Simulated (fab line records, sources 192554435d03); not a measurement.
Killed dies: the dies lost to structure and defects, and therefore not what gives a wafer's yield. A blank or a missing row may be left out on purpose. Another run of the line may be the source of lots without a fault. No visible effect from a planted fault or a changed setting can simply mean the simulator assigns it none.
fab line records | flow n5Finfet
[record] lots = 6 | wafers = 18 | lastDay = 17
route steps=1938 shown FIN_SAQP@125 BEOL_M4@1111 PASSIVATION@1936
lots that met no fault: from a run of the same line without faults
startH: hours from the record's first day to the start of the lot's first wafer shown | waitH: how many hours have passed since the lot's step before this one | " repeats the value in the row above | L1.1+2: one row covering several wafers at once | - no value, or no start given | * or withheld: withheld | < > ~ a bound
route shown NAME@n: names a module that has steps shown in the file, with the first one's number in the route | usual: mean and standard deviation over wafers with no fault | same: alike in all rows | chamber/n: place in a boat | sites: per-site readings | _std_site: the standard deviation of these | _edge_site: the outer-site mean with the inner-site mean subtracted | radiusMm: how far each site lies from the wafer's centre | mask NAME#n: copy n | behind: the tool/chamber that last shaped the wafer | hold: why the lot went on hold/how many hours it stayed there/how the hold came to an end | device: the n, p or np transistor that did not switch | end of line: the same wafers' tests at the end of the route | a step given without rows: its recipe and nothing more | killed: the dies lost at the first sort to structure and to defects; this is not the yield of the wafer | map: per-die view of a wafer (x killed, . not killed, _ where there is no die)
set.NAME: the setting as run; set.NAME@STEP: as run at that earlier step | model.NAME: the simulator's own value behind a step, which no gauge read
lots seen at some steps along the route; tables by step, rows by wafer
services: a tool's chamber out of use, with start hour (startH, from the record's first day; less than 0 if before it), hours out, and reason
[[steps]]
[step N5_FIN_SAQP_SPACER1_ALD_24]
[recipe] material = SiO2 | targetThkA = 203 | tempC = 300 | aldPrecursorFamily = BDEAS | aldCoReactant = O2-plasma | pulseTimeS = 1 | purgeTimeS = 2 | coReactantPurgeTimeS = 2 | aldCycles = 218 | pressureTorr = 2
[step N5_FIN_SAQP_SPACER1_ETCHBACK_25]
[recipe] chemistry = CHF3/O2 | mode = anisotropicEtchback | target = SiO2 | targetDepthA = 244 | timeS = 12.2 | pressureMtorr = 30 | sourceW = 650 | biasW = 170 | Ar_flow_sccm = 200 | CHF3_flow_sccm = 50 | O2_flow_sccm = 5 | ionEnergyEv = 200
[usual] CHF3_flow_sccm = 50.00/0.14 | drypumpMotorCurrentA = 5.7/0.53 | oesProductAu = 0.79/0.074 | rfVppV = 524/12 | showerheadPlenumPTorr = 2.39/0.086 | throttleValvePct = 18.97/0.17
lot.wafer | tool       | chamber | startH | waitH | CHF3_flow_sccm | drypumpMotorCurrentA | oesProductAu | rfHoursCounterH | rfVppV | showerheadPlenumPTorr | throttleValvePct
L870.1    | rieDiel-06 | 2       | 61.60  | 0.4   | 50.10          | 5.6                  | 0.70         | 242             | 526    | 2.45                  | 18.86
L870.2    | "          | 0       | "      | "     | 49.76          | 6.5                  | 0.70         | 208             | 522    | 2.40                  | 19.01
L870.6    | "          | 1       | "      | "     | 49.93          | 5.6                  | 0.77         | -               | 516    | 2.23                  | 19.06
L873.1    | rieDiel-04 | 1       | 78.97  | 0.7   | 49.99          | 5.8                  | 0.94         | 5               | 504    | 2.48                  | 19.08
L873.3    | "          | 0       | "      | "     | 49.79          | 6.0                  | 0.77         | 108             | 520    | 2.53                  | 19.01
L873.6    | "          | 2       | "      | "     | 50.07          | 4.9                  | 0.73         | -               | 535    | 2.50                  | 18.96
L880.2    | rieDiel-04 | 0       | 121.19 | 0.8   | 49.90          | 6.0                  | 0.76         | 122             | 518    | 2.52                  | 19.01
L880.3    | "          | 1       | "      | "     | 50.12          | 5.8                  | 0.92         | 20              | 504    | 2.47                  | 19.12
L880.5    | "          | 1       | "      | "     | 49.98          | 5.8                  | 0.91         | -               | 503    | 2.47                  | 19.11
L881.1    | rieDiel-05 | 1       | 125.87 | 0.4   | 50.11          | 6.1                  | 0.75         | 179             | 507    | 2.28                  | 19.12
L881.4    | "          | 3       | "      | "     | 49.92          | 5.4                  | 0.78         | 148             | 533    | 2.41                  | 18.88
L881.6    | "          | 1       | "      | "     | 50.07          | 6.1                  | 0.75         | -               | 507    | 2.28                  | 19.14
L886.2    | rieDiel-06 | 2       | 155.76 | 0.5   | 49.49          | 5.6                  | 0.93         | 19              | 526    | 2.44                  | 18.57
L886.4    | "          | 1       | "      | "     | 49.85          | 5.6                  | 0.73         | 179             | 516    | 2.21                  | 19.12
L886.6    | "          | 1       | "      | "     | 50.13          | 5.6                  | 0.73         | -               | 515    | 2.21                  | 19.10
L887.1    | rieDiel-06 | 1       | 162.65 | 0.4   | 49.82          | 5.6                  | 0.73         | 180             | 514    | 2.21                  | 19.13
L887.2    | "          | 2       | "      | "     | 49.83          | 5.6                  | 0.92         | 19              | 527    | 2.44                  | 18.57
L887.5    | "          | 0       | "      | "     | 50.14          | 6.5                  | 0.68         | -               | 520    | 2.38                  | 19.04
[step N5_FIN_SAQP_MANDREL1_REMOVE_56]
[recipe] chemistry = HBr/Cl2/O2 | btTimeS = 10 | target = a-Si | stopOn = SiNx | endpoint = OES-SiCl | overEtchFrac = 1 | icpW = 600 | biasW = 22 | HBr_flow_sccm = 150 | Cl2_flow_sccm = 80 | O2_flow_sccm = 5 | pressureMtorr = 10
[step N5_FIN_SAQP_CD_MEAS_27]
[recipe] targetCdNm = 20 | landingEnergyEv = 1000 | detector = seInlens | polarity = line
[usual] cdNm = 20.30/0.23
lot.wafer | tool     | chamber | startH | waitH | cdNm
L870.1    | cdSem-03 | 0       | 61.80  | 0.1   | 20.32
L870.2    | "        | 0       | "      | "     | 20.26
L870.6    | "        | 0       | "      | "     | 20.60
L873.1    | cdSem-02 | 0       | 79.16  | 0.1   | 20.49
L873.3    | "        | 0       | "      | "     | 20.34
L873.6    | "        | 0       | "      | "     | 20.52
L880.2    | cdSem-03 | 0       | 121.39 | 0.1   | 20.44
L880.3    | "        | 0       | "      | "     | 20.26
L880.5    | "        | 0       | "      | "     | 20.03
L881.1    | cdSem-03 | 0       | 126.07 | 0.1   | 20.37
L881.4    | "        | 0       | "      | "     | 20.44
L881.6    | "        | 0       | "      | "     | 20.35
L886.2    | cdSem-01 | 0       | 155.96 | 0.1   | 20.55
L886.4    | "        | 0       | "      | "     | 20.28
L886.6    | "        | 0       | "      | "     | 20.22
L887.1    | cdSem-01 | 0       | 162.84 | 0.1   | 20.19
L887.2    | "        | 0       | "      | "     | 20.41
L887.5    | "        | 0       | "      | "     | 20.07
[step N5_FIN_SAQP_ETCH_57]
[recipe] chemistry = CH3F/O2 | target = SiNx | maskMaterial = SiO2 | targetDepthA = 325 | timeS = 46.4 | pressureMtorr = 30 | sourceW = 395 | biasW = 73 | Ar_flow_sccm = 150 | CH3F_flow_sccm = 30 | O2_flow_sccm = 20 | ionEnergyEv = 120 | ends = cleared
[usual] drypumpMotorCurrentA = 5.7/0.51 | etchRfOnTimeS = 46.1/1.2 | oesProductAu = 0.66/0.068 | rfVppV = 297/5.6 | showerheadPlenumPTorr = 1.98/0.075 | throttleValvePct = 16.43/0.18
lot.wafer | tool       | chamber | startH | waitH | drypumpMotorCurrentA | etchRfOnTimeS | oesProductAu | rfHoursCounterH | rfVppV | showerheadPlenumPTorr | throttleValvePct
L870.1    | rieDiel-06 | 1       | 61.85  | 0.0   | 5.6                  | 45.5          | 0.66         | 141             | 293    | 1.85                  | 16.51
L870.2    | "          | 2       | "      | "     | 5.6                  | 44.7          | 0.60         | 242             | 299    | 2.04                  | 16.38
L870.6    | "          | 0       | "      | "     | 6.5                  | 46.6          | 0.59         | -               | 296    | 1.99                  | 16.46
L873.1    | rieDiel-06 | 3       | 79.27  | 0.1   | 5.1                  | 47.2          | 0.59         | 236             | 300    | 1.97                  | 16.55
L873.3    | "          | 0       | "      | "     | 6.4                  | 46.0          | 0.59         | 213             | 295    | 1.99                  | 16.47
L873.6    | "          | 2       | "      | "     | 5.6                  | 47.2          | 0.60         | -               | 299    | 2.03                  | 16.40
L880.2    | rieDiel-06 | 0       | 121.59 | 0.2   | 6.4                  | 46.4          | 0.58         | 230             | 296    | 1.98                  | 16.49
L880.3    | "          | 2       | "      | "     | 5.6                  | 44.3          | 0.82         | 5               | 298    | 2.03                  | 15.97
L880.5    | "          | 0       | "      | "     | 6.4                  | 47.0          | 0.59         | -               | 296    | 1.98                  | 16.51
L881.1    | rieDiel-05 | 1       | 126.13 | 0.1   | 6.2                  | 45.5          | 0.64         | 179             | 287    | 1.89                  | 16.55
L881.4    | "          | 3       | "      | "     | 5.4                  | 46.3          | 0.67         | 148             | 303    | 2.00                  | 16.37
L881.6    | "          | 1       | "      | "     | 6.1                  | 45.2          | 0.65         | -               | 287    | 1.89                  | 16.54
L886.2    | rieDiel-04 | 0       | 156.24 | 0.3   | 6.0                  | 46.3          | 0.64         | 136             | 294    | 2.09                  | 16.46
L886.4    | "          | 1       | "      | "     | 5.8                  | 47.2          | 0.75         | 34              | 286    | 2.05                  | 16.52
L886.6    | "          | 3       | "      | "     | 4.9                  | 47.0          | 0.63         | -               | 300    | 1.93                  | 16.58
L887.1    | rieDiel-04 | 0       | 162.89 | 0.0   | 6.1                  | 45.4          | 0.64         | 138             | 294    | 2.09                  | 16.49
L887.2    | "          | 1       | "      | "     | 5.8                  | 46.6          | 0.75         | 36              | 288    | 2.05                  | 16.52
L887.5    | "          | 2       | "      | "     | 4.9                  | 47.6          | 0.60         | -               | 304    | 2.08                  | 16.49
[step N5_FIN_SAQP_ETCH_65]
[recipe] chemistry = CF4 | target = SiO2 | targetDepthA = 40 | ionEnergyEv = 350 | timeS = 4.4 | pressureMtorr = 10 | icpW = 800 | biasW = 400 | cf4FlowSccm = 80
[usual] drypumpMotorCurrentA = 5.4/0.37 | oesProductAu = 1.000/0.026 | throttleValvePct = 21.79/0.19
lot.wafer | tool     | chamber | startH | waitH | drypumpMotorCurrentA | oesProductAu | rfHoursCounterH | throttleValvePct
L870.1    | rieSi-06 | 2       | 61.96  | 0.1   | 4.9                  | 0.953        | 71              | 21.91
L870.2    | "        | 3       | "      | "     | 5.8                  | 0.979        | 21              | 21.65
L870.6    | "        | 1       | "      | "     | 5.3                  | 0.994        | -               | 21.71
L873.1    | rieSi-05 | 3       | 79.37  | 0.1   | 5.0                  | 1.021        | 200             | 22.13
L873.3    | "        | 1       | "      | "     | 5.2                  | 1.024        | 63              | 21.82
L873.6    | "        | 0       | "      | "     | 6.4                  | 1.032        | -               | 21.90
L880.2    | rieSi-06 | 1       | 121.70 | 0.1   | 5.3                  | 1.010        | 66              | 21.70
L880.3    | "        | 3       | "      | "     | 5.8                  | 0.982        | 22              | 21.66
L880.5    | "        | 1       | "      | "     | 5.3                  | 0.999        | -               | 21.71
L881.1    | rieSi-03 | 2       | 126.23 | 0.1   | 5.3                  | 1.049        | 49              | 21.35
L881.4    | "        | 3       | "      | "     | 5.2                  | 1.015        | 85              | 21.94
L881.6    | "        | 3       | "      | "     | 5.2                  | 1.017        | -               | 21.93
L886.2    | rieSi-06 | 1       | 156.35 | 0.1   | 5.3                  | 1.004        | 66              | 21.72
L886.4    | "        | 2       | "      | "     | 5.0                  | 0.955        | 72              | 21.91
L886.6    | "        | 0       | "      | "     | 5.3                  | 0.984        | -               | 22.01
L887.1    | rieSi-03 | 1       | 163.00 | 0.1   | 5.9                  | 1.022        | 123             | 21.71
L887.2    | "        | 2       | "      | "     | 5.3                  | 1.053        | 50              | 21.35
L887.5    | "        | 1       | "      | "     | 5.9                  | 1.029        | -               | 21.70
[step N5_FIN_SAQP_MANDREL_ETCH_58]
[recipe] chemistry = HBr/Cl2 | target = a-Si | targetDepthA = 450 | btTimeS = 10 | stopOn = SiNx | maskMaterial = SiO2 | overEtchFrac = 0.8 | timeS = 27 | pressureMtorr = 10 | icpW = 800 | biasW = 75 | HBr_flow_sccm = 150 | Cl2_flow_sccm = 80 | ends = endPoint
[step N5_FIN_SAQP_RECESS_63]
[recipe] chemistry = HF/NH3 | target = SiO2 | targetDepthA = 180 | afsCycles = 3 | tempC = 30 | sublimationTempC = 180 | sublimationTimeS = 60
[usual] drypumpMotorCurrentA = 5.6/0.62
[same] afsCycles = 3
lot.wafer | tool         | chamber | startH | waitH | drypumpMotorCurrentA
L870.1    | vaporEtch-01 | 1       | 62.07  | 0.1   | 6.5
L870.2    | "            | 0       | "      | "     | 4.8
L870.6    | "            | 0       | "      | "     | 4.8
L873.1    | vaporEtch-01 | 0       | 79.49  | 0.1   | 4.8
L873.3    | "            | 1       | "      | "     | 6.5
L873.6    | "            | 0       | "      | "     | 4.8
L880.2    | vaporEtch-02 | 1       | 121.81 | 0.1   | 6.0
L880.3    | "            | 0       | "      | "     | 5.1
L880.5    | "            | 1       | "      | "     | 6.0
L881.1    | vaporEtch-02 | 1       | 126.35 | 0.1   | 6.0
L881.4    | "            | 0       | "      | "     | 5.1
L881.6    | "            | 1       | "      | "     | 6.0
L886.2    | vaporEtch-02 | 1       | 156.47 | 0.1   | 6.0
L886.4    | "            | 0       | "      | "     | 5.1
L886.6    | "            | 1       | "      | "     | 6.0
L887.1    | vaporEtch-01 | 0       | 163.11 | 0.1   | 4.8
L887.2    | "            | 1       | "      | "     | 6.6
L887.5    | "            | 0       | "      | "     | 4.8
[step N5_FIN_SAQP_COAT_68]
[recipe] resist = SOC | tempC = 250 | timeS = 60 | spinRpm = 1500 | resistThkNm = 100
[step N5_FIN_SAQP_ETCH_69]
[recipe] chemistry = N2/H2 | target = SOC | targetDepthA = 1500 | stopOn = SiNx | ionEnergyEv = 100 | biasW = 61 | pressureMtorr = 30 | sourceW = 850 | n2FlowSccm = 200 | h2FlowSccm = 200
[usual] drypumpMotorCurrentA = 5.7/0.5 | oesProductAu = 0.75/0.066 | rfVppV = 240.3/1.4 | showerheadPlenumPTorr = 2.51/0.095 | throttleValvePct = 17.90/0.2
lot.wafer | tool       | chamber | startH | waitH | drypumpMotorCurrentA | oesProductAu | rfHoursCounterH | rfVppV | showerheadPlenumPTorr | throttleValvePct
L870.1    | rieDiel-06 | 0       | 62.52  | -     | 6.4                  | 0.70         | 208             | 239.9  | 2.53                  | 18.10
L870.2    | "          | 2       | "      | "     | 5.6                  | 0.69         | 242             | 241.3  | 2.59                  | 17.76
L870.6    | "          | 2       | "      | "     | 5.6                  | 0.70         | -               | 241.7  | 2.59                  | 17.76
L873.1    | rieDiel-04 | 2       | 80.06  | -     | 4.9                  | 0.72         | 173             | 242.5  | 2.64                  | 17.81
L873.3    | "          | 0       | "      | "     | 6.0                  | 0.76         | 108             | 242.0  | 2.68                  | 18.06
L873.6    | "          | 2       | "      | "     | 4.9                  | 0.72         | -               | 240.5  | 2.64                  | 17.81
L880.2    | rieDiel-04 | 3       | 122.31 | -     | 4.9                  | 0.74         | 138             | 239.3  | 2.45                  | 18.04
L880.3    | "          | 1       | "      | "     | 5.8                  | 0.90         | 21              | 241.9  | 2.59                  | 17.97
L880.5    | "          | 3       | "      | "     | 4.9                  | 0.73         | -               | 240.2  | 2.45                  | 18.06
L881.1    | rieDiel-06 | 1       | 126.80 | -     | 5.6                  | 0.73         | 167             | 238.4  | 2.32                  | 17.87
L881.4    | "          | 1       | "      | "     | 5.6                  | 0.74         | -               | 238.1  | 2.32                  | 17.87
L881.6    | "          | 0       | "      | "     | 6.4                  | 0.68         | -               | 240.4  | 2.52                  | 18.14
L886.2    | rieDiel-06 | 0       | 156.91 | -     | 6.4                  | 0.67         | 238             | 239.5  | 2.52                  | 18.15
L886.4    | "          | 1       | "      | "     | 5.6                  | 0.73         | 179             | 238.1  | 2.31                  | 17.88
L886.6    | "          | 1       | "      | "     | 5.6                  | 0.73         | -               | 237.1  | 2.31                  | 17.89
L887.1    | rieDiel-05 | 0       | 163.56 | -     | 5.7                  | 0.73         | 176             | 240.0  | 2.53                  | 18.23
L887.2    | "          | 3       | "      | "     | 5.5                  | 0.76         | 162             | 241.2  | 2.52                  | 17.63
L887.5    | "          | 1       | "      | "     | 6.1                  | 0.72         | -               | 238.8  | 2.41                  | 18.05
[step N5_FIN_SAQP_ETCH_67]
[recipe] chemistry = CH3F/O2 | target = SiNx | targetDepthA = 300 | maskMaterial = SOC | pressureMtorr = 30 | sourceW = 395 | biasW = 73 | Ar_flow_sccm = 150 | CH3F_flow_sccm = 30 | O2_flow_sccm = 20 | ionEnergyEv = 120
[step N5_FIN_SAQP_STRIP_70]
[recipe] chemistry = N2/H2 | powerW = 500 | tempC = 40 | pressureMtorr = 50 | rfFrequencyHz = 6e+07 | overashFraction = 0.3 | biasPowerW = 28 | h2Frac = 0.5 | n2FlowSccm = 300 | h2FlowSccm = 300
[step N5_FIN_SAQP_RECESS_71]
[recipe] chemistry = HF/NH3 | target = SiO2 | targetDepthA = 30 | afsCycles = 1 | tempC = 30 | sublimationTempC = 180 | sublimationTimeS = 60
[usual] afsCycles = 1/0 | drypumpMotorCurrentA = 5.6/0.66
lot.wafer | tool         | chamber | startH | waitH | afsCycles | drypumpMotorCurrentA
L870.1    | vaporEtch-02 | 1       | 62.68  | 0.0   | 1         | 6.0
L870.2    | "            | 0       | "      | "     | 1         | 5.1
L870.6    | "            | 0       | "      | "     | 1         | 5.1
L873.1    | vaporEtch-02 | 1       | 80.23  | 0.0   | 1         | 6.0
L873.3    | "            | 1       | "      | "     | 1         | 6.0
L873.6    | "            | 0       | "      | "     | 1         | 5.1
L880.2    | vaporEtch-02 | 0       | 122.47 | 0.0   | -         | -
L880.3    | "            | 1       | "      | "     | -         | -
L880.5    | "            | 0       | "      | "     | -         | -
L881.1    | vaporEtch-02 | 0       | 126.96 | 0.0   | -         | -
L881.4    | "            | 0       | "      | "     | -         | -
L881.6    | "            | 1       | "      | "     | -         | -
L886.2    | vaporEtch-01 | 1       | 157.08 | 0.0   | 1         | 6.5
L886.4    | "            | 1       | "      | "     | 1         | 6.5
L886.6    | "            | 0       | "      | "     | 1         | 4.8
L887.1    | vaporEtch-02 | 0       | 163.72 | 0.0   | 1         | 5.1
L887.2    | "            | 1       | "      | "     | 1         | 6.0
L887.5    | "            | 0       | "      | "     | 1         | 5.2
[step N5_FIN_SAQP_SPACER2_ALD_28]
[recipe] material = SiO2 | targetThkA = 81 | tempC = 300 | aldPrecursorFamily = BDEAS | aldCoReactant = O2-plasma | pulseTimeS = 1 | purgeTimeS = 2 | coReactantPurgeTimeS = 2 | pressureTorr = 2
[step N5_BEOL_M4_RC_MEAS_101]
[usual] DIBL_N = 35.9/1.9 | DIBL_P = 35.8/2.4 | IOFF_N = 0.15/0.031 | IOFF_P = 0.21/0.037 | ION_N = 672/13 | ION_P = 462/8.3 | SS_N = 71.5/0.72 | SS_P = 73.2/0.67 | VT_N = 250/3.4 | VT_P = -250/3.4
lot.wafer | tool      | chamber | startH | waitH | DIBL_N[mV/V] | DIBL_P[mV/V] | IOFF_N[nA/um] | IOFF_P[nA/um] | ION_N[uA/um] | ION_P[uA/um] | SS_N[mV/dec] | SS_P[mV/dec] | VT_N[mV] | VT_P[mV]
L870.1    | prober-02 | 0       | 203.94 | 0.3   | 35.8         | 34.7         | 0.15          | 0.19          | 658          | 453          | 72.4         | 72.5         | 252      | -252
L870.2    | "         | 0       | "      | "     | 35.3         | 34.8         | 0.13          | 0.18          | 662          | 454          | 70.6         | 72.5         | 255      | -250
L870.6    | "         | 0       | "      | "     | 37.9         | 37.9         | 0.19          | 0.24          | 685          | 474          | 71.7         | 73.3         | 247      | -248
L873.1    | prober-02 | 0       | 220.45 | 0.0   | 37.5         | 36.5         | 0.15          | 0.21          | 667          | 460          | 71.7         | 73.7         | 253      | -251
L873.3    | "         | 0       | "      | "     | 34.5         | 33.5         | 0.11          | 0.18          | 659          | 462          | 70.8         | 72.1         | 256      | -251
L873.6    | "         | 0       | "      | "     | 36.7         | 35.5         | 0.14          | 0.20          | 666          | 460          | 71.6         | 72.9         | 251      | -251
L881.1    | prober-02 | 0       | 260.98 | 0.0   | 39.3         | 38.9         | 0.20          | 0.26          | 675          | 465          | 72.4         | 74.0         | 245      | -247
L881.4    | "         | 0       | "      | "     | 38.9         | 37.3         | 0.19          | 0.23          | 681          | 461          | 73.0         | 74.1         | 247      | -250
L881.6    | "         | 0       | "      | "     | 37.5         | 36.9         | 0.16          | 0.23          | 676          | 470          | 72.7         | 74.3         | 249      | -248
L880.2    | prober-01 | 0       | 264.47 | 0.2   | 34.8         | 33.7         | 0.13          | 0.17          | 664          | 455          | 71.0         | 73.2         | 253      | -254
L880.3    | "         | 0       | "      | "     | 35.0         | 35.1         | 0.13          | 0.19          | 668          | 458          | 70.9         | 73.4         | 250      | -251
L880.5    | "         | 0       | "      | "     | 35.1         | 35.4         | 0.15          | 0.19          | 676          | 463          | 70.8         | 73.2         | 250      | -251
L886.2    | prober-01 | 0       | 310.18 | 0.2   | 36.0         | 36.0         | 0.15          | 0.20          | 682          | 470          | 71.4         | 74.1         | 248      | -252
L886.4    | "         | 0       | "      | "     | 35.6         | 35.8         | 0.14          | 0.19          | 671          | 460          | 71.7         | 73.4         | 251      | -253
L886.6    | "         | 0       | "      | "     | 37.9         | 39.3         | 0.19          | 0.25          | 694          | 471          | 72.8         | 74.7         | 248      | -248
L887.1    | prober-02 | 0       | 313.58 | 0.0   | 34.6         | 33.2         | 0.13          | 0.19          | 672          | 468          | 70.9         | 72.1         | 253      | -247
L887.2    | "         | 0       | "      | "     | 33.2         | 31.9         | 0.11          | 0.18          | 656          | 461          | 71.2         | 71.9         | 255      | -248
L887.5    | "         | 0       | "      | "     | 34.8         | 33.0         | 0.13          | 0.19          | 670          | 464          | 70.8         | 72.3         | 255      | -250
[step N5_PASSIVATION_PROBE_49]
[usual] defectLimitedYield = 91.6/1.2 | killed_at_M0_to_M3 = 33/9.4 | killed_at_M4_up = 13/5.2 | killedAtContacts = 13/5.6 | killedAtFrontEnd = 37/9.5 | killedAtOther = 4/3.1 | killedDies = 99/15 | killedOpen = 65/11 | killedShort = 32/7.5 | sort_bin_5_function = 4.9/0.77 | sort_bin_6_memory = 3.1/0.65 | sortNPass = 1081/15 | sortYieldPct = 91.6/1.2
[same] grossDies = 1180 | killedAtBackSide = 0 | sort_bin_4_leakage[%] = 0 | sort_bin_8_speed[%] = 0
lot.wafer | tool      | chamber | startH | waitH | defectLimitedYield[%] | killed_at_M0_to_M3 | killed_at_M4_up | killedAtContacts | killedAtFrontEnd | killedAtOther | killedDies | killedOpen | killedShort | sort_bin_5_function[%] | sort_bin_6_memory[%] | sortNPass | sortYieldPct[%]
L880.2    | prober-01 | -       | 374.83 | 0.1   | 90.8                  | 49                 | 14              | 16               | 27               | 3             | 109        | 76         | 33          | 5.8                    | 3.1                  | 1071      | 90.8
L880.3    | prober-01 | -       | 374.88 | 0.1   | 90.2                  | 42                 | 16              | 24               | 34               | 0             | 116        | 82         | 33          | 6.0                    | 3.8                  | 1064      | 90.2
L880.5    | prober-01 | -       | 374.98 | 0.2   | 91.0                  | 40                 | 17              | 15               | 30               | 4             | 106        | 71         | 34          | 5.0                    | 3.6                  | 1074      | 91.0
// killed by level:class
L880.2 BEOL_M0_SAQP:geometricParticle:open=12 MOL_CONTACT_COAG:geometricParticle:open=12 BEOL_M0_SAQP:geometricParticle:short=12 BEOL_M2:geometricParticle:open=9 STI_FIN_REVEAL:geometricParticle:open=8 BEOL_M4:geometricParticle:open=8 BEOL_M3:geometricParticle:open=7 FIN_SAQP:geometricParticle:open=6
L880.3 MOL_CONTACT_COAG:geometricParticle:open=19 BEOL_M0_SAQP:geometricParticle:short=7 BEOL_M0_SAQP:geometricParticle:open=7 BEOL_M2:geometricParticle:open=7 BEOL_M3:geometricParticle:open=7 FIN_SAQP:geometricParticle:open=6 FIN_SAQP:geometricParticle:short=5 STI_FIN_REVEAL:geometricParticle:open=5
L880.5 MOL_CONTACT_COAG:geometricParticle:open=14 BEOL_M4:geometricParticle:open=11 BEOL_M0_SAQP:geometricParticle:short=10 BEOL_M0_SAQP:geometricParticle:open=9 STI_FIN_REVEAL:geometricParticle:open=7 DUMMY_GATE:geometricParticle:open=7 BEOL_M1:geometricParticle:open=6 BEOL_M2:geometricParticle:short=5
[[services]]
tool       | chamber | startH | hours | kind
rieSi-03   | 2       | 40.42  | 1.9   | repair
rieDiel-04 | 1       | 45.42  | -     | clean
rieDiel-04 | 1       | 45.42  | -     | consumableReplace:focusRing
rieDiel-04 | 1       | 45.42  | 15.9  | scheduledDown
rieDiel-04 | 1       | 45.42  | 15.9  | ventCycle
rieDiel-05 | 3       | 71.28  | 7.9   | repair
rieDiel-04 | -       | 74.60  | 3.1   | repair
rieSi-05   | 0       | 74.62  | 4.3   | repair
rieDiel-06 | 0       | 82.55  | 4.1   | repair
rieDiel-06 | 2       | 88.38  | -     | clean
rieDiel-06 | 2       | 88.38  | -     | consumableReplace:focusRing
rieDiel-06 | 2       | 88.38  | 20.5  | scheduledDown
rieDiel-06 | 2       | 88.38  | 20.5  | ventCycle
rieDiel-05 | 1       | 93.73  | 1.5   | repair
rieSi-05   | 3       | 95.85  | -     | clean
rieSi-05   | 3       | 95.85  | 15.2  | scheduledDown
rieSi-03   | -       | 98.94  | 0.1   | repair
rieDiel-06 | 3       | 112.52 | -     | clean
rieDiel-06 | 3       | 112.52 | -     | consumableReplace:focusRing
rieDiel-06 | 3       | 112.52 | 19.5  | scheduledDown
rieDiel-06 | 3       | 112.52 | 19.5  | ventCycle
rieSi-03   | 1       | 120.34 | 4.1   | repair
rieDiel-05 | -       | 130.49 | 0.3   | repair
rieSi-03   | -       | 146.98 | 0.6   | repair
[[key]]
[firstSign] step = N5_FIN_SAQP_RECESS_71 | reading = toolRecord | direction = missing
effect none on later readings
metAt N5_FIN_SAQP_RECESS_71
struckWafers L880.2,L880.3,L880.5,L881.1,L881.4,L881.6
onsetBetween 80.23 122.47
[fault] kind = skippedStepWhole | tool = vaporEtch-02 | chamber = - | onsetH = 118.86 | steps = N5_FIN_SAQP_RECESS_71 | scope = struckLotsOnly
